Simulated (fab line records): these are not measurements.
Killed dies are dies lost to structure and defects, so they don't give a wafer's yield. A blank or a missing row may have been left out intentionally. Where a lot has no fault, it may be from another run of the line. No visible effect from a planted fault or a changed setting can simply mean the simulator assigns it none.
A sampling plan put to the test | flow n5_finfet | 46 faults told of in these records, all on one fab line, each judged by the records of the lots it struck
The plan consists of the line's own looks: route steps at which the wafer is read by a gauge or an inspection but not changed. Where struck wafers have a number at a look and the file lists that look's usual mean and standard deviation on fault-free wafers, the look can be judged. Caught: 4 or more of those standard deviations (sigma) separate the usual mean from the mean of the struck wafers at a look after the fault's first step. On the tool: the same test on the tool's own readings at the fault's steps. It also counts as caught if the struck wafers ran another recipe or if their record alone is blank.

== THE FAULTS, as the simulator had put them in ==
1. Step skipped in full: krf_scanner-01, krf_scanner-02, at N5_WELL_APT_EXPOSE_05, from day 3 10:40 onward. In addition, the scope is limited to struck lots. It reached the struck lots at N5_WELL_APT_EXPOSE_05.
2. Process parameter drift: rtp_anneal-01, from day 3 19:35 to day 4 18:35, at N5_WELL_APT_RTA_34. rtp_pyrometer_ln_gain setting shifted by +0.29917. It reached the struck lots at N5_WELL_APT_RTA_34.
3. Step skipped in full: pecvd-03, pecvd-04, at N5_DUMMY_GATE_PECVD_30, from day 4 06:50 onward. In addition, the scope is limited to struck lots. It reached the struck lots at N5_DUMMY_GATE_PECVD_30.
4. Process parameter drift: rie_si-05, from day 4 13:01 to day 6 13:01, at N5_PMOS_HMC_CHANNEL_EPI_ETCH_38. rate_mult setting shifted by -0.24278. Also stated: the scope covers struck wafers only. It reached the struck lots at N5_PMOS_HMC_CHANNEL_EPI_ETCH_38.
5. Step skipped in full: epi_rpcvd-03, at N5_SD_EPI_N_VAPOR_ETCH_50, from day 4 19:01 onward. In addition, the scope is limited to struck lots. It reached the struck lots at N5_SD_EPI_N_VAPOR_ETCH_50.
6. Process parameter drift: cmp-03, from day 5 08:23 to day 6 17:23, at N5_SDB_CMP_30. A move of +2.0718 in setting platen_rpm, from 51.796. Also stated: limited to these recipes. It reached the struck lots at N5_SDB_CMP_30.
7. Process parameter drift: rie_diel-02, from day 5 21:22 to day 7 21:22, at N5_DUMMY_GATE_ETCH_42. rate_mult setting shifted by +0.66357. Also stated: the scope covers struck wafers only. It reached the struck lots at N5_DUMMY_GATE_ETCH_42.
8. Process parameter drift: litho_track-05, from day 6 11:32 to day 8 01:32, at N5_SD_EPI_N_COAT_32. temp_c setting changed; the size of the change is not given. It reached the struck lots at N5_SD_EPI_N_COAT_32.
9. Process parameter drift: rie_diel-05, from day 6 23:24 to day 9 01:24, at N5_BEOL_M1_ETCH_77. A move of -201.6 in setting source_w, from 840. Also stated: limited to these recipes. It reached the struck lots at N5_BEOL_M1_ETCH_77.
10. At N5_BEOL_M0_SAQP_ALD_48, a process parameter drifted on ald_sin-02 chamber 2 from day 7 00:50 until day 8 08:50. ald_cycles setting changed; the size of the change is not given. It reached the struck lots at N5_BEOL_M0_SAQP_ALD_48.
11. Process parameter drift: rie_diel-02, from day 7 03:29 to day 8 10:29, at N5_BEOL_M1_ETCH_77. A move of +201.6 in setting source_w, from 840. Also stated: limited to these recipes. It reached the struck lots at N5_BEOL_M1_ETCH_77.
12. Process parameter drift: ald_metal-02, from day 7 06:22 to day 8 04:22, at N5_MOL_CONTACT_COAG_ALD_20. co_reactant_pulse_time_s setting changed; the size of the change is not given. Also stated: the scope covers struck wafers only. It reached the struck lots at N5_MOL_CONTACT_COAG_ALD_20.
13. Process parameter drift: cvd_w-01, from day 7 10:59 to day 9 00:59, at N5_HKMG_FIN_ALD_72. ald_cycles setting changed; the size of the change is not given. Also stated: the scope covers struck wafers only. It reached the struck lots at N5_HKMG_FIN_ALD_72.
14. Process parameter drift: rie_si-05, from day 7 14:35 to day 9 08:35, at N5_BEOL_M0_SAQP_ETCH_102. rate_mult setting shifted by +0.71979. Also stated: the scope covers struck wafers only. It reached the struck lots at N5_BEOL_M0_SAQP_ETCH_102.
15. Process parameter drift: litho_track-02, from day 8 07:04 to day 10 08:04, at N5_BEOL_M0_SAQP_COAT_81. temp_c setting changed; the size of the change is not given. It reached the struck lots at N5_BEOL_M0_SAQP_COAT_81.
16. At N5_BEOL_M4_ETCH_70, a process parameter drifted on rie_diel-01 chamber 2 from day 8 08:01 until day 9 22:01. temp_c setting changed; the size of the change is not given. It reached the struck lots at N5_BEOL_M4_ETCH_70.
17. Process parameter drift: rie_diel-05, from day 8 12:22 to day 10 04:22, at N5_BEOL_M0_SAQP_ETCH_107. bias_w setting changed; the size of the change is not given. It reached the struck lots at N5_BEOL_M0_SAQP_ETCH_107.
18. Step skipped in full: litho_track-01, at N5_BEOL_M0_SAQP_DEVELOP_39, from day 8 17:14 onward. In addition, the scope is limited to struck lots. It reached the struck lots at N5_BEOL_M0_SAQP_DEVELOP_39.
19. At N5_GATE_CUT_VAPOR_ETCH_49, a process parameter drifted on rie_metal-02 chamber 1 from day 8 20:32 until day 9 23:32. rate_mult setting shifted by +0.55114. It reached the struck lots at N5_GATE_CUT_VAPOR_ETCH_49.
20. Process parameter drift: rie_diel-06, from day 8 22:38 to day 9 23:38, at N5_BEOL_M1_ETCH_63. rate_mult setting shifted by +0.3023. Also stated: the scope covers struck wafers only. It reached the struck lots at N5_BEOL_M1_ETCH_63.
21. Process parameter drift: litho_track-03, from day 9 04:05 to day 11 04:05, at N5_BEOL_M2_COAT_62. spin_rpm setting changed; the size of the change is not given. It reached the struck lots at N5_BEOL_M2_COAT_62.
22. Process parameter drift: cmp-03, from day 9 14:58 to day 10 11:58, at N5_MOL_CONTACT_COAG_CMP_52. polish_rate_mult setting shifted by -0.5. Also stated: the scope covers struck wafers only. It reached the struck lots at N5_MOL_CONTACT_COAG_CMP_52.
23. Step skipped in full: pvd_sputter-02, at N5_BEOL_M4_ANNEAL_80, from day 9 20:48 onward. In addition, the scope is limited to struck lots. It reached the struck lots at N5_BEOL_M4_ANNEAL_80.
24. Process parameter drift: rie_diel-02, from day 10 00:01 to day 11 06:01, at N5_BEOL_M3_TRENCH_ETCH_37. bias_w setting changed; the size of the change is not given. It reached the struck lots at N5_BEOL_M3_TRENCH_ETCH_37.
25. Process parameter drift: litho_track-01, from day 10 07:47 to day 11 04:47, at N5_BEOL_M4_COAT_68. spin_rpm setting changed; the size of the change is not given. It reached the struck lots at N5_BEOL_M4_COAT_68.
26. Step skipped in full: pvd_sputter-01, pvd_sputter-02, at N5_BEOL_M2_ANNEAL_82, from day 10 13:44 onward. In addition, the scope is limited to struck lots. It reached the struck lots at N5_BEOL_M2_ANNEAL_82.
27. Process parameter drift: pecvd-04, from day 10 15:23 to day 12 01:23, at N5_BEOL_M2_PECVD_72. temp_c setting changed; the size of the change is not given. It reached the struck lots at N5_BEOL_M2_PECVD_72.
28. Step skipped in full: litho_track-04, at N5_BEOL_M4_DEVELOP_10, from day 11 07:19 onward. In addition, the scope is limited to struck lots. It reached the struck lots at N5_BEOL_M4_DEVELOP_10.
29. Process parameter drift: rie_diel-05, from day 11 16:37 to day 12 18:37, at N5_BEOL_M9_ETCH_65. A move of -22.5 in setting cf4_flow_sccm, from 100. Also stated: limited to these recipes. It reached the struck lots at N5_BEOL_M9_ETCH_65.
30. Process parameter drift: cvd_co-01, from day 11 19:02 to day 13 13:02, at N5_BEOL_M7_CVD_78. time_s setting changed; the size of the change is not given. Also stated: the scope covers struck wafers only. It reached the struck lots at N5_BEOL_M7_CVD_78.
31. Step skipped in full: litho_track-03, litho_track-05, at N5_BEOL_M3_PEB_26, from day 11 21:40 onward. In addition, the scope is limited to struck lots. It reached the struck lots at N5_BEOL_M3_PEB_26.
32. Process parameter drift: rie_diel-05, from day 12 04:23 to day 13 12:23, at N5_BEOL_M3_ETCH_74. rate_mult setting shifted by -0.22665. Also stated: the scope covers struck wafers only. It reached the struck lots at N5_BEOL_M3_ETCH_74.
33. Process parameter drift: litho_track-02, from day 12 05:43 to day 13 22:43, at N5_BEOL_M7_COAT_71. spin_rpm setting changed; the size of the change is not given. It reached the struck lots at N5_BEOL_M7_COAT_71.
34. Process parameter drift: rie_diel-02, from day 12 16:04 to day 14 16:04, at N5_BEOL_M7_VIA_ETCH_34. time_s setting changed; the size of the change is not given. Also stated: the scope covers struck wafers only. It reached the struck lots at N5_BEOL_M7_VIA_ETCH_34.
35. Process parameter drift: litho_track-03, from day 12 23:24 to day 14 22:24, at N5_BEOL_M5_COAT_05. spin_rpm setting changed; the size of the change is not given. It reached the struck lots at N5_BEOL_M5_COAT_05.
36. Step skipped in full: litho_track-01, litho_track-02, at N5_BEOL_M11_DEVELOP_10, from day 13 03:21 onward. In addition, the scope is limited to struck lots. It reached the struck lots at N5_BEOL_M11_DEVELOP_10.
37. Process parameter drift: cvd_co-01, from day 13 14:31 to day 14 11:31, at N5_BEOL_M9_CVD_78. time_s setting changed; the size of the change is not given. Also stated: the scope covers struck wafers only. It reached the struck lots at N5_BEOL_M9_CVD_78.
38. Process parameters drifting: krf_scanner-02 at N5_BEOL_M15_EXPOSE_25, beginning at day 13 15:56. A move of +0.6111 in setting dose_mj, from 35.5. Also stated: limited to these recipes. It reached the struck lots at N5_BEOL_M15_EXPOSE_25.
39. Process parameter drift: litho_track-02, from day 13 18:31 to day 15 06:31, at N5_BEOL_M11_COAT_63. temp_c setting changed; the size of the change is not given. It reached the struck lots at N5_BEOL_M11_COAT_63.
40. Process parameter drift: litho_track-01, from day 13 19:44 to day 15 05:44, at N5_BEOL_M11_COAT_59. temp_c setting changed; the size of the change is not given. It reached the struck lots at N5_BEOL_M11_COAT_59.
41. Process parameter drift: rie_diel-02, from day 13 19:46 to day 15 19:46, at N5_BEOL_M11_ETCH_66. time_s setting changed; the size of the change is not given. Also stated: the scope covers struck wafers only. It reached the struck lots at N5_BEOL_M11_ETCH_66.
42. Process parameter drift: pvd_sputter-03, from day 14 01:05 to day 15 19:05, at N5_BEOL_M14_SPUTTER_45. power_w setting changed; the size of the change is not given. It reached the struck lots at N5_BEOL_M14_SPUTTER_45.
43. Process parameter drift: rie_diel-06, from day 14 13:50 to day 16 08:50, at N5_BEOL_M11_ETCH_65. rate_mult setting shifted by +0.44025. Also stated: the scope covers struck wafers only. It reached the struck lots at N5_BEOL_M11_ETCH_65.
44. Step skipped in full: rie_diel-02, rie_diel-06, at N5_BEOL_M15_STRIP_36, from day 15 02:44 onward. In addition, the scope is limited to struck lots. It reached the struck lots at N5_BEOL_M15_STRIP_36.
45. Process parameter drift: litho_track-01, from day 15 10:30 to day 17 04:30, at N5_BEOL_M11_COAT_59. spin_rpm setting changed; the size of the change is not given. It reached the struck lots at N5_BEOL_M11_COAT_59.
46. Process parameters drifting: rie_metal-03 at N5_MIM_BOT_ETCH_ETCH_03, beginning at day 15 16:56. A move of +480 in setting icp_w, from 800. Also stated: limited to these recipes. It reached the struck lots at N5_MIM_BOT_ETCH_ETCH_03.

== WHAT THE PLAN SAW ==
fault | on the tool itself                               | first look that catches it                      | reading, sigma       | median hours from its first step to that look | hours from the fault's start to the first struck lot there | judged looks passed uncaught
1     | no reading that can be judged                    | no look after it can be judged                  | -                    | -                                             | -                                                          | 0
2     | lamp_zone_3_pct -33 sigma                        | N5_BEOL_M4_RC_MEAS_101                          | IOFF_N_LONG +4.1     | 157.4                                         | 163                                                        | 1
3     | the tool's record is blank for the struck wafers | N5_DUMMY_GATE_INSPECT_27                        | raw_defect_count +35 | 1.9                                           | 7                                                          | 0
4     | oes_product_au -9.1 sigma                        | none of the 2 looks that can be judged after it | -                    | -                                             | -                                                          | 2
5     | the tool's record is blank for the struck wafers | N5_BEOL_M4_RC_MEAS_101                          | REXT_N +52           | 131.1                                         | 134                                                        | 0
6     | platen_rpm +61 sigma                             | not the one look that can be judged after it    | -                    | -                                             | -                                                          | 1
7     | oes_product_au +4.1 sigma                        | not the one look that can be judged after it    | -                    | -                                             | -                                                          | 1
8     | plate_temp_C +40 sigma                           | none of the 2 looks that can be judged after it | -                    | -                                             | -                                                          | 2
9     | rf_fwd_power_W -78 sigma                         | not the one look that can be judged after it    | -                    | -                                             | -                                                          | 1
10    | under 2 sigma                                    | none of the 2 looks that can be judged after it | -                    | -                                             | -                                                          | 2
11    | rf_fwd_power_W +77 sigma                         | not the one look that can be judged after it    | -                    | -                                             | -                                                          | 1
12    | under 2 sigma                                    | not the one look that can be judged after it    | -                    | -                                             | -                                                          | 1
13    | under 2 sigma                                    | not the one look that can be judged after it    | -                    | -                                             | -                                                          | 1
14    | oes_product_au +23 sigma                         | not the one look that can be judged after it    | -                    | -                                             | -                                                          | 1
15    | heater_power_total_W +99 or beyond sigma         | not the one look that can be judged after it    | -                    | -                                             | -                                                          | 1
16    | temp_c +8.5 sigma                                | not the one look that can be judged after it    | -                    | -                                             | -                                                          | 1
17    | bias_w -82 sigma                                 | not the one look that can be judged after it    | -                    | -                                             | -                                                          | 1
18    | the tool's record is blank for the struck wafers | no look after it can be judged                  | -                    | -                                             | -                                                          | 0
19    | only faintly: oes_product_au +3.9 sigma          | not the one look that can be judged after it    | -                    | -                                             | -                                                          | 1
20    | etch_rf_on_time_s -13 sigma                      | not the one look that can be judged after it    | -                    | -                                             | -                                                          | 1
21    | spin_speed_rpm -50 sigma                         | not the one look that can be judged after it    | -                    | -                                             | -                                                          | 1
22    | overpolish_run_s -99 or beyond sigma             | N5_MOL_CONTACT_COAG_INSPECT_97                  | raw_defect_count +64 | 3.3                                           | 14                                                         | 0
23    | the tool's record is blank for the struck wafers | not the one look that can be judged after it    | -                    | -                                             | -                                                          | 1
24    | bias_w +15 sigma                                 | not the one look that can be judged after it    | -                    | -                                             | -                                                          | 1
25    | spin_speed_rpm +47 sigma                         | not the one look that can be judged after it    | -                    | -                                             | -                                                          | 1
26    | the tool's record is blank for the struck wafers | not the one look that can be judged after it    | -                    | -                                             | -                                                          | 1
27    | susceptor_temp_C +61 sigma                       | not the one look that can be judged after it    | -                    | -                                             | -                                                          | 1
28    | the tool's record is blank for the struck wafers | no look after it can be judged                  | -                    | -                                             | -                                                          | 0
29    | cf4_flow_sccm -75 sigma                          | no look after it can be judged                  | -                    | -                                             | -                                                          | 0
30    | run_length_s +99 or beyond sigma                 | no look after it can be judged                  | -                    | -                                             | -                                                          | 0
31    | the tool's record is blank for the struck wafers | no look after it can be judged                  | -                    | -                                             | -                                                          | 0
32    | etch_rf_on_time_s +17 sigma                      | not the one look that can be judged after it    | -                    | -                                             | -                                                          | 1
33    | spin_speed_rpm -81 sigma                         | not the one look that can be judged after it    | -                    | -                                             | -                                                          | 1
34    | run_length_s +35 sigma                           | not the one look that can be judged after it    | -                    | -                                             | -                                                          | 1
35    | spin_speed_rpm +99 or beyond sigma               | no look after it can be judged                  | -                    | -                                             | -                                                          | 0
36    | the tool's record is blank for the struck wafers | no look after it can be judged                  | -                    | -                                             | -                                                          | 0
37    | only faintly: run_length_s +3.0 sigma            | no look after it can be judged                  | -                    | -                                             | -                                                          | 0
38    | exposure_dose_mJ_cm2 +15 sigma                   | no look after it can be judged                  | -                    | -                                             | -                                                          | 0
39    | plate_temp_C -17 sigma                           | no look after it can be judged                  | -                    | -                                             | -                                                          | 0
40    | plate_temp_C -89 sigma                           | not the one look that can be judged after it    | -                    | -                                             | -                                                          | 1
41    | run_length_s +99 or beyond sigma                 | no look after it can be judged                  | -                    | -                                             | -                                                          | 0
42    | cathode_dc_power_W -99 or beyond sigma           | no look after it can be judged                  | -                    | -                                             | -                                                          | 0
43    | etch_rf_on_time_s -15 sigma                      | not the one look that can be judged after it    | -                    | -                                             | -                                                          | 1
44    | the tool's record is blank for the struck wafers | no look after it can be judged                  | -                    | -                                             | -                                                          | 0
45    | spin_speed_rpm -74 sigma                         | not the one look that can be judged after it    | -                    | -                                             | -                                                          | 1
46    | rf_fwd_power_W +99 or beyond sigma               | no look after it can be judged                  | -                    | -                                             | -                                                          | 0
A dash: the fault is not caught, or the number is missing from these records.

Caught at a look: 4 of 46. Caught on the tool: 40 of 46. By one or the other: 40 of 46.
Faults 4, 6, 7, 8, 9, 11, 14, 15, 16, 17, 18, 20, 21, 23, 24, 25, 26, 27, 28, 29, 30, 31, 32, 33, 34, 35, 36, 38, 39, 40, 41, 42, 43, 44, 45, 46 were caught on the tool alone.
Caught by neither: faults 1, 10, 12, 13, 19, 37.

== THINNER SAMPLING ==
In the worst case, this is how late the first struck lot would be measured if the look that catches a fault measured only every second or every third lot, by lot number:
fault | struck lots at that look, in order of time | every lot | every second lot | every third lot
2     | L855, L854                                 | 163 h     | 165 h            | may miss all 2
3     | L646, L647, L648                           | 7 h       | 11 h             | 22 h
5     | L421, L422                                 | 134 h     | 143 h            | may miss all 2
22    | L562, L563, L564                           | 14 h      | 17 h             | 23 h
The hour figures run from when the fault began to the first measured lot among those it struck. 4 sigma limit: tested on the pooled struck wafers, so a lone lot may be under it. Other struck lots may not be in these records.

== THE LONGEST TIMED WAY FROM STEP TO LOOK ==
Fault 2: median gap of 157.4 hours between N5_WELL_APT_RTA_34 and N5_BEOL_M4_RC_MEAS_101. The look between them that can be judged stayed within 4 sigma: N5_FIN_SAQP_CD_MEAS_16.
